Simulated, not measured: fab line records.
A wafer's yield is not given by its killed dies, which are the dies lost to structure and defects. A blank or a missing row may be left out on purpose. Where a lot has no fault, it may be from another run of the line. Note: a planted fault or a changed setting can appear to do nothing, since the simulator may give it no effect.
The tool behind it: which one? || flow nandHarc || 12 lots with 36 wafers sampled at 5 steps, on a route of 1159 steps

## WHAT THE GAUGES SHOWED, per wafer
NHARC_END_SORT_01. Usual: killedAtArray 24, standard deviation 8.7; killedAtOther 0.8, standard deviation 1.2; killedAtPeriphery 3.6, standard deviation 2.3; killedDies 28, standard deviation 8.9; killedOpen 3.2, standard deviation 1.9; killedShort 2.0, standard deviation 1.6.
{"lot": "L212", "measured": "day 24 04:24", "on": "prober-02", "killedAtArray": 20, "killedAtOther": 1, "killedAtPeriphery": 6, "killedDies": 27, "killedOpen": 3, "killedShort": 1, "flag": ""}

## TOOL THAT RAN EACH LOT (tool first, then ch and the chambers of the sampled wafers, then the start)
{"lot": "L200", "NHARC_P_BONDPAD_DEGAS_25": "pvdSputter-03, day 6 10:38", "NHARC_A_ZERO_WELL_DESCUM_12": "rieDiel-01 ch 0,1, day 6 13:45", "NHARC_A_ONON_D1_DEP_33": "pecvd-03 ch 0,1,2, day 7 23:50", "NHARC_A_CHANNEL_HOLE_D1_ETCH_16": "rieDiel-11 ch 0,1,2, no start"}
{"lot": "L201", "NHARC_P_BONDPAD_DEGAS_25": "pvdSputter-02, day 6 14:53", "NHARC_A_ZERO_WELL_DESCUM_12": "rieDiel-12 ch 2,3, day 6 18:19", "NHARC_A_ONON_D1_DEP_33": "pecvd-03 ch 0,1, day 8 08:07", "NHARC_A_CHANNEL_HOLE_D1_ETCH_16": "rieDiel-07 ch 1,2,3, no start"}
{"lot": "L203", "NHARC_P_BONDPAD_DEGAS_25": "pvdSputter-02, day 7 03:26", "NHARC_A_ZERO_WELL_DESCUM_12": "rieDiel-02 ch 2,3, day 7 06:32", "NHARC_A_ONON_D1_DEP_33": "pecvd-03 ch 0,1,2, day 8 16:48", "NHARC_A_CHANNEL_HOLE_D1_ETCH_16": "rieDiel-09 ch 1,3, no start"}
{"lot": "L202", "NHARC_P_BONDPAD_DEGAS_25": "pvdSputter-02, day 7 06:19", "NHARC_A_ZERO_WELL_DESCUM_12": "rieDiel-12 ch 0,1, day 7 09:38", "NHARC_A_ONON_D1_DEP_33": "pecvd-02 ch 0,1,2, day 8 16:47", "NHARC_A_CHANNEL_HOLE_D1_ETCH_16": "rieDiel-09 ch 0,2,3, day 8 21:49"}
{"lot": "L206", "NHARC_P_BONDPAD_DEGAS_25": "pvdSputter-02, day 8 01:07", "NHARC_A_ZERO_WELL_DESCUM_12": "rieDiel-12 ch 2,3, day 8 04:17", "NHARC_A_ONON_D1_DEP_33": "pecvd-01 ch 0,1, day 9 17:23", "NHARC_A_CHANNEL_HOLE_D1_ETCH_16": "rieDiel-07 ch 0,2,3, no start"}
{"lot": "L212", "NHARC_P_BONDPAD_DEGAS_25": "pvdSputter-03, day 9 16:45", "NHARC_A_ZERO_WELL_DESCUM_12": "rieDiel-02 ch 1,2,3, day 9 20:05", "NHARC_A_ONON_D1_DEP_33": "pecvd-03 ch 0,1,2, day 11 10:12", "NHARC_A_CHANNEL_HOLE_D1_ETCH_16": "rieDiel-07 ch 0,1,3, day 24 04:24 or earlier"}
{"lot": "L215", "NHARC_P_BONDPAD_DEGAS_25": "pvdSputter-01, day 10 05:41", "NHARC_A_ZERO_WELL_DESCUM_12": "rieDiel-01 ch 0,1, day 10 08:47", "NHARC_A_ONON_D1_DEP_33": "pecvd-02 ch 0,1, day 11 18:01", "NHARC_A_CHANNEL_HOLE_D1_ETCH_16": "rieDiel-11 ch 0,1,2, no start"}
{"lot": "L216", "NHARC_P_BONDPAD_DEGAS_25": "pvdSputter-01, day 10 09:46", "NHARC_A_ZERO_WELL_DESCUM_12": "rieDiel-02 ch 0,1,2, day 10 12:48", "NHARC_A_ONON_D1_DEP_33": "pecvd-01 ch 0,2, day 12 03:00", "NHARC_A_CHANNEL_HOLE_D1_ETCH_16": "rieDiel-07 ch 1,2,3, no start"}
{"lot": "L220", "NHARC_P_BONDPAD_DEGAS_25": "pvdSputter-01, day 11 14:27", "NHARC_A_ZERO_WELL_DESCUM_12": "rieDiel-01 ch 0,1,3, day 11 17:32", "NHARC_A_ONON_D1_DEP_33": "pecvd-01 ch 0,1,2, day 13 03:35", "NHARC_A_CHANNEL_HOLE_D1_ETCH_16": "rieDiel-09 ch 0,1,2, no start"}
{"lot": "L222", "NHARC_P_BONDPAD_DEGAS_25": "pvdSputter-02, day 11 18:11", "NHARC_A_ZERO_WELL_DESCUM_12": "rieDiel-12 ch 1,2,3, day 11 21:15", "NHARC_A_ONON_D1_DEP_33": "pecvd-01 ch 1,2, day 13 08:43", "NHARC_A_CHANNEL_HOLE_D1_ETCH_16": "rieDiel-11 ch 2,3, no start"}
{"lot": "L221", "NHARC_P_BONDPAD_DEGAS_25": "pvdSputter-03, day 11 18:28", "NHARC_A_ZERO_WELL_DESCUM_12": "rieDiel-02 ch 0,1,3, day 11 21:34", "NHARC_A_ONON_D1_DEP_33": "pecvd-02 ch 0,1,2, day 13 08:40", "NHARC_A_CHANNEL_HOLE_D1_ETCH_16": "rieDiel-07 ch 2,3, no start"}
{"lot": "L223", "NHARC_P_BONDPAD_DEGAS_25": "pvdSputter-01, day 12 07:42", "NHARC_A_ZERO_WELL_DESCUM_12": "rieDiel-02 ch 0,1, day 12 10:47", "NHARC_A_ONON_D1_DEP_33": "pecvd-03 ch 0,1, day 14 07:09", "NHARC_A_CHANNEL_HOLE_D1_ETCH_16": "rieDiel-07 ch 1,2, no start"}
- NHARC_P_BONDPAD_DEGAS_25: time 60 s.
- NHARC_A_ZERO_WELL_DESCUM_12: chemistry O2, time 3 s.
- NHARC_A_ONON_D1_DEP_33: deposits SiO2, target thk 200 nm.
- NHARC_A_CHANNEL_HOLE_D1_ETCH_16: etches the open film in O2/COS, target depth 3100 nm, time 806 s.

## WHAT THE TOOLS THEMSELVES READ (means of the sampled wafers that have a number; where no wafer has one, the mark that the record gives instead)
NHARC_P_BONDPAD_DEGAS_25. Usual: heaterPowerW reads 491 W (standard deviation 62).
{"lot": "L200", "tool": "pvdSputter-03", "heaterPowerW (W)": 456, "flag": ""}
{"lot": "L201", "tool": "pvdSputter-02", "heaterPowerW (W)": 546, "flag": ""}
{"lot": "L203", "tool": "pvdSputter-02", "heaterPowerW (W)": 539, "flag": ""}
{"lot": "L202", "tool": "pvdSputter-02", "heaterPowerW (W)": 541, "flag": ""}
{"lot": "L206", "tool": "pvdSputter-02", "heaterPowerW (W)": 540, "flag": ""}
{"lot": "L212", "tool": "pvdSputter-03", "heaterPowerW (W)": 433, "flag": ""}
{"lot": "L215", "tool": "pvdSputter-01", "heaterPowerW (W)": 503, "flag": ""}
{"lot": "L216", "tool": "pvdSputter-01", "heaterPowerW (W)": 479, "flag": ""}
{"lot": "L220", "tool": "pvdSputter-01", "heaterPowerW (W)": 485, "flag": ""}
{"lot": "L222", "tool": "pvdSputter-02", "heaterPowerW (W)": 536, "flag": ""}
{"lot": "L221", "tool": "pvdSputter-03", "heaterPowerW (W)": 487, "flag": ""}
{"lot": "L223", "tool": "pvdSputter-01", "heaterPowerW (W)": 514, "flag": ""}

NHARC_A_ZERO_WELL_DESCUM_12. Usual: drypumpMotorCurrentA 5.8 A, standard deviation 0.35; oesProductAu 0.994 a.u., standard deviation 0.013; rfVppV 57.9 V, standard deviation 0.88; showerheadPlenumPTorr 1.94 Torr, standard deviation 0.077; throttleValvePct 11.312 %, standard deviation 0.0088.
{"lot": "L200", "tool": "rieDiel-01", "drypumpMotorCurrentA (A)": 5.6, "oesProductAu (a.u.)": 0.991, "rfVppV (V)": 58.3, "showerheadPlenumPTorr (Torr)": 1.98, "throttleValvePct (%)": 11.311, "flag": ""}
{"lot": "L201", "tool": "rieDiel-12", "drypumpMotorCurrentA (A)": 5.2, "oesProductAu (a.u.)": 0.980, "rfVppV (V)": 58.3, "showerheadPlenumPTorr (Torr)": 1.81, "throttleValvePct (%)": 11.307, "flag": ""}
{"lot": "L203", "tool": "rieDiel-02", "drypumpMotorCurrentA (A)": 5.8, "oesProductAu (a.u.)": 0.993, "rfVppV (V)": 57.3, "showerheadPlenumPTorr (Torr)": 1.97, "throttleValvePct (%)": 11.320, "flag": ""}
{"lot": "L202", "tool": "rieDiel-12", "drypumpMotorCurrentA (A)": 5.7, "oesProductAu (a.u.)": 0.994, "rfVppV (V)": 58.5, "showerheadPlenumPTorr (Torr)": 1.92, "throttleValvePct (%)": 11.310, "flag": ""}
{"lot": "L206", "tool": "rieDiel-12", "drypumpMotorCurrentA (A)": 5.2, "oesProductAu (a.u.)": 0.972, "rfVppV (V)": 56.7, "showerheadPlenumPTorr (Torr)": 1.81, "throttleValvePct (%)": 11.309, "flag": ""}
{"lot": "L212", "tool": "rieDiel-02", "drypumpMotorCurrentA (A)": 6.0, "oesProductAu (a.u.)": 1.000, "rfVppV (V)": 58.5, "showerheadPlenumPTorr (Torr)": 1.94, "throttleValvePct (%)": 11.307, "flag": ""}
{"lot": "L215", "tool": "rieDiel-01", "drypumpMotorCurrentA (A)": 5.9, "oesProductAu (a.u.)": 1.001, "rfVppV (V)": 58.1, "showerheadPlenumPTorr (Torr)": 1.99, "throttleValvePct (%)": 11.313, "flag": ""}
{"lot": "L216", "tool": "rieDiel-02", "drypumpMotorCurrentA (A)": 6.1, "oesProductAu (a.u.)": 1.003, "rfVppV (V)": 57.8, "showerheadPlenumPTorr (Torr)": 1.97, "throttleValvePct (%)": 11.312, "flag": ""}
{"lot": "L220", "tool": "rieDiel-01", "drypumpMotorCurrentA (A)": 5.8, "oesProductAu (a.u.)": 0.991, "rfVppV (V)": 58.5, "showerheadPlenumPTorr (Torr)": 1.96, "throttleValvePct (%)": 11.307, "flag": ""}
{"lot": "L222", "tool": "rieDiel-12", "drypumpMotorCurrentA (A)": 5.4, "oesProductAu (a.u.)": 1.000, "rfVppV (V)": 58.5, "showerheadPlenumPTorr (Torr)": 1.85, "throttleValvePct (%)": 11.313, "flag": ""}
{"lot": "L221", "tool": "rieDiel-02", "drypumpMotorCurrentA (A)": 6.0, "oesProductAu (a.u.)": 1.001, "rfVppV (V)": 57.3, "showerheadPlenumPTorr (Torr)": 1.94, "throttleValvePct (%)": 11.323, "flag": ""}
{"lot": "L223", "tool": "rieDiel-02", "drypumpMotorCurrentA (A)": 6.0, "oesProductAu (a.u.)": 1.006, "rfVppV (V)": 58.3, "showerheadPlenumPTorr (Torr)": 1.97, "throttleValvePct (%)": 11.328, "flag": ""}

NHARC_A_ONON_D1_DEP_33. Usual: heaterPowerW 575 W, standard deviation 79; rfFwdPowerW 897.9 W, standard deviation 3; showerheadVppV 1895 V, standard deviation 120; throttleValvePct 16.2 %, standard deviation 0.51.
{"lot": "L200", "tool": "pecvd-03", "heaterPowerW (W)": 624, "rfFwdPowerW (W)": 899.7, "showerheadVppV (V)": 1796, "throttleValvePct (%)": 16.4, "flag": ""}
{"lot": "L201", "tool": "pecvd-03", "heaterPowerW (W)": 557, "rfFwdPowerW (W)": 901.8, "showerheadVppV (V)": 1827, "throttleValvePct (%)": 16.0, "flag": ""}
{"lot": "L203", "tool": "pecvd-03", "heaterPowerW (W)": 597, "rfFwdPowerW (W)": 897.2, "showerheadVppV (V)": 1791, "throttleValvePct (%)": 16.6, "flag": ""}
{"lot": "L202", "tool": "pecvd-02", "heaterPowerW (W)": 506, "rfFwdPowerW (W)": 901.5, "showerheadVppV (V)": 2071, "throttleValvePct (%)": 15.9, "flag": ""}
{"lot": "L206", "tool": "pecvd-01", "heaterPowerW (W)": 602, "rfFwdPowerW (W)": 898.2, "showerheadVppV (V)": 1862, "throttleValvePct (%)": 16.0, "flag": ""}
{"lot": "L212", "tool": "pecvd-03", "heaterPowerW (W)": 572, "rfFwdPowerW (W)": 933.8, "showerheadVppV (V)": 1827, "throttleValvePct (%)": 16.6, "flag": "OFF"}
{"lot": "L215", "tool": "pecvd-02", "heaterPowerW (W)": 477, "rfFwdPowerW (W)": 898.7, "showerheadVppV (V)": 2090, "throttleValvePct (%)": 16.0, "flag": ""}
{"lot": "L216", "tool": "pecvd-01", "heaterPowerW (W)": 566, "rfFwdPowerW (W)": 897.3, "showerheadVppV (V)": 1896, "throttleValvePct (%)": 16.3, "flag": ""}
{"lot": "L220", "tool": "pecvd-01", "heaterPowerW (W)": 633, "rfFwdPowerW (W)": 895.5, "showerheadVppV (V)": 1849, "throttleValvePct (%)": 16.0, "flag": ""}
{"lot": "L222", "tool": "pecvd-01", "heaterPowerW (W)": 569, "rfFwdPowerW (W)": 900.2, "showerheadVppV (V)": 1844, "throttleValvePct (%)": 15.9, "flag": ""}
{"lot": "L221", "tool": "pecvd-02", "heaterPowerW (W)": 517, "rfFwdPowerW (W)": 897.9, "showerheadVppV (V)": 2039, "throttleValvePct (%)": 16.2, "flag": ""}
{"lot": "L223", "tool": "pecvd-03", "heaterPowerW (W)": 567, "rfFwdPowerW (W)": 902.0, "showerheadVppV (V)": 1796, "throttleValvePct (%)": 16.2, "flag": ""}

NHARC_A_CHANNEL_HOLE_D1_ETCH_16. Usual: drypumpMotorCurrentA 5.79 A, standard deviation 0.25; oesProductAu 1.001 a.u., standard deviation 0.013; rfVppV 314.0 V, standard deviation 2; showerheadPlenumPTorr 3.11 Torr, standard deviation 0.14; throttleValvePct 28.330 %, standard deviation 0.0092.
{"lot": "L200", "tool": "rieDiel-11", "drypumpMotorCurrentA (A)": 5.73, "oesProductAu (a.u.)": 0.999, "rfVppV (V)": 312.8, "showerheadPlenumPTorr (Torr)": 3.06, "throttleValvePct (%)": 28.330, "flag": ""}
{"lot": "L201", "tool": "rieDiel-07", "drypumpMotorCurrentA (A)": 6.10, "oesProductAu (a.u.)": 1.002, "rfVppV (V)": 312.9, "showerheadPlenumPTorr (Torr)": 3.03, "throttleValvePct (%)": 28.337, "flag": ""}
{"lot": "L203", "tool": "rieDiel-09", "drypumpMotorCurrentA (A)": 5.41, "oesProductAu (a.u.)": 0.995, "rfVppV (V)": 315.6, "showerheadPlenumPTorr (Torr)": 3.23, "throttleValvePct (%)": 28.335, "flag": ""}
{"lot": "L202", "tool": "rieDiel-09", "drypumpMotorCurrentA (A)": 5.62, "oesProductAu (a.u.)": 0.997, "rfVppV (V)": 315.8, "showerheadPlenumPTorr (Torr)": 3.25, "throttleValvePct (%)": 28.322, "flag": ""}
{"lot": "L206", "tool": "rieDiel-07", "drypumpMotorCurrentA (A)": 6.02, "oesProductAu (a.u.)": 1.006, "rfVppV (V)": 313.0, "showerheadPlenumPTorr (Torr)": 3.07, "throttleValvePct (%)": 28.331, "flag": ""}
{"lot": "L212", "tool": "rieDiel-07", "drypumpMotorCurrentA (A)": 5.96, "oesProductAu (a.u.)": 0.981, "rfVppV (V)": 312.5, "showerheadPlenumPTorr (Torr)": 3.01, "throttleValvePct (%)": 28.321, "flag": ""}
{"lot": "L215", "tool": "rieDiel-11", "drypumpMotorCurrentA (A)": 5.74, "oesProductAu (a.u.)": 1.002, "rfVppV (V)": 313.1, "showerheadPlenumPTorr (Torr)": 3.06, "throttleValvePct (%)": 28.332, "flag": ""}
{"lot": "L216", "tool": "rieDiel-07", "drypumpMotorCurrentA (A)": 6.08, "oesProductAu (a.u.)": 1.005, "rfVppV (V)": 313.2, "showerheadPlenumPTorr (Torr)": 3.02, "throttleValvePct (%)": 28.327, "flag": ""}
{"lot": "L220", "tool": "rieDiel-09", "drypumpMotorCurrentA (A)": 5.75, "oesProductAu (a.u.)": 1.010, "rfVppV (V)": 313.9, "showerheadPlenumPTorr (Torr)": 3.13, "throttleValvePct (%)": 28.322, "flag": ""}
{"lot": "L222", "tool": "rieDiel-11", "drypumpMotorCurrentA (A)": 5.57, "oesProductAu (a.u.)": 1.005, "rfVppV (V)": 315.3, "showerheadPlenumPTorr (Torr)": 3.18, "throttleValvePct (%)": 28.329, "flag": ""}
{"lot": "L221", "tool": "rieDiel-07", "drypumpMotorCurrentA (A)": 6.22, "oesProductAu (a.u.)": 1.007, "rfVppV (V)": 311.8, "showerheadPlenumPTorr (Torr)": 2.99, "throttleValvePct (%)": 28.328, "flag": ""}
{"lot": "L223", "tool": "rieDiel-07", "drypumpMotorCurrentA (A)": 6.03, "oesProductAu (a.u.)": 1.005, "rfVppV (V)": 312.3, "showerheadPlenumPTorr (Torr)": 3.05, "throttleValvePct (%)": 28.327, "flag": ""}

## THE ANSWER, worked out from the rows above alone
Rule: take the mean of a lot's wafers that have a number; if it is more than 3 standard deviations from the usual mean, the lot is off. Also off: a lot with no number at a reading for which 4 or more lots have one. Where the step has rows for the other lots, those lots are counted as sound. After the gauges, taken in route order, come the tools' own readings; for these a lot's mean is taken, as printed above. The first step at which some lot is off is used, and at that step the reading that is off furthest; a lot without a number counts as furthest.
Off: L212, at NHARC_A_ONON_D1_DEP_33 (rfFwdPowerW).
If a tool, at that step or one of the process steps before it, ran each lot that is off and ran no sound lot following the first of them, it fits. None of those tried fits.

## WHAT THE SIMULATOR PUT IN
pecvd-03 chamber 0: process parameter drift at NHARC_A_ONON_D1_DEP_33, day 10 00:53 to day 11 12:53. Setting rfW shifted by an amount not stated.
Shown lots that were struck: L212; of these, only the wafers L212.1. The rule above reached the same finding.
